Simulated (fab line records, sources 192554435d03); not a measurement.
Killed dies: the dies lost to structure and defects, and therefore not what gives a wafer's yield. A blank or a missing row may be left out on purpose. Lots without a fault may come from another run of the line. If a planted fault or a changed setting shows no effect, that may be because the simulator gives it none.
What tool caused it? -- flow n5Finfet -- 11 lots, 31 wafers sampled, at 2 steps of a route of 1938

WHAT THE GAUGES SHOWED, per wafer
N5_BEOL_M11_CD_MEAS_18: pitch 140 nm, target cd 70 nm. Usual: 70.1 nm for cdNm, sd 0.55.
lot,measured,on,cdNm (nm),flag
L672,day 10 10:41,cdSem-02,70.1 70.3,
L673,day 10 13:20,cdSem-02,70.2 70.1 70.7,
L674,day 10 20:01,cdSem-02,69.5 69.4 69.6,
L677,day 11 07:38,cdSem-03,69.7 70.4 69.7,
L679,day 11 20:31,cdSem-01,70.3 70.3 70.8,
L685,day 13 19:59,cdSem-01,69.2 69.8 69.3,
L686,day 14 07:42,cdSem-03,70.2 69.6 69.8,
L689,day 14 12:56,cdSem-03,70.0 70.5,
L691,day 16 13:22,cdSem-03,69.2 69.6 69.5,
L695,day 17 22:47,cdSem-01,70.3 70.6 70.9,
L693,day 18 11:33,cdSem-01,69.9 69.8 71.6,

WHICH TOOL RAN EACH LOT (tool, then ch and the chambers of the sampled wafers, then the start)
lot,N5_BEOL_M11_STRIP_19
L672,"rieDiel-04 ch 1,3, day 10 10:37"
L673,"rieDiel-02 ch 0,1,3, day 10 13:16"
L674,"rieDiel-04 ch 0,2,3, day 10 19:57"
L677,"rieDiel-06 ch 2,3, day 11 07:34"
L679,"rieDiel-04 ch 0,1,3, day 11 20:27"
L685,"rieDiel-06 ch 0,2,3, day 13 19:56"
L686,"rieDiel-06 ch 1,2,3, day 14 07:38"
L689,"rieDiel-02 ch 1,3, day 14 12:52"
L691,"rieDiel-04 ch 2,3, day 16 13:17"
L695,"rieDiel-02 ch 0,1,2, day 17 22:43"
L693,"rieDiel-02 ch 1,2,3, day 18 11:29"
- N5_BEOL_M11_STRIP_19: strips in O2.

WHAT THE TOOLS THEMSELVES READ (means of the sampled wafers that have a number; where no wafer has one, the mark that the record gives instead)
N5_BEOL_M11_STRIP_19. Usual: drypumpMotorCurrentA 5.5 A, standard deviation 0.51; oesProductAu 0.79 a.u., standard deviation 0.071; rfVppV 3.6 V, standard deviation 0.6; showerheadPlenumPTorr 2.11 Torr, standard deviation 0.054; throttleValvePct 16.70 %, standard deviation 0.24.
lot,tool,drypumpMotorCurrentA (A),oesProductAu (a.u.),rfVppV (V),showerheadPlenumPTorr (Torr),throttleValvePct (%),flag
L672,rieDiel-04,5.7,0.78,3.8,2.17,16.71,
L673,rieDiel-02,5.3,0.74,3.3,2.12,16.71,
L674,rieDiel-04,5.1,0.81,3.7,2.09,16.71,
L677,rieDiel-06,6.0,0.79,3.4,2.08,16.85,
L679,rieDiel-04,5.5,0.77,3.3,2.15,16.71,
L685,rieDiel-06,5.6,0.84,3.2,2.06,16.55,
L686,rieDiel-06,5.9,0.77,3.8,2.10,16.83,
L689,rieDiel-02,5.3,0.73,3.2,2.12,16.65,
L691,rieDiel-04,5.2,0.78,3.4,2.09,16.81,
L695,rieDiel-02,5.8,0.85,3.2,2.09,16.65,
L693,rieDiel-02,5.7,0.74,4.0,2.12,16.70,

THE ANSWER, worked out from the rows above alone
Rule: lot off if the mean of its wafers having a number is beyond 3 standard deviations from the usual mean. Also off: a lot with no number at a reading for which 4 or more lots have one. Any other lot the step has rows for is counted as sound. The gauges are gone through in route order, then the tools' own readings, and for those a lot's mean is taken as printed above. At the first step where some lot is off, the reading lying furthest off is the one used; lots without a number count as furthest.
Across all readings shown, no lot is off: no conclusion can be drawn from this.

WHAT THE SIMULATOR HAD INSERTED
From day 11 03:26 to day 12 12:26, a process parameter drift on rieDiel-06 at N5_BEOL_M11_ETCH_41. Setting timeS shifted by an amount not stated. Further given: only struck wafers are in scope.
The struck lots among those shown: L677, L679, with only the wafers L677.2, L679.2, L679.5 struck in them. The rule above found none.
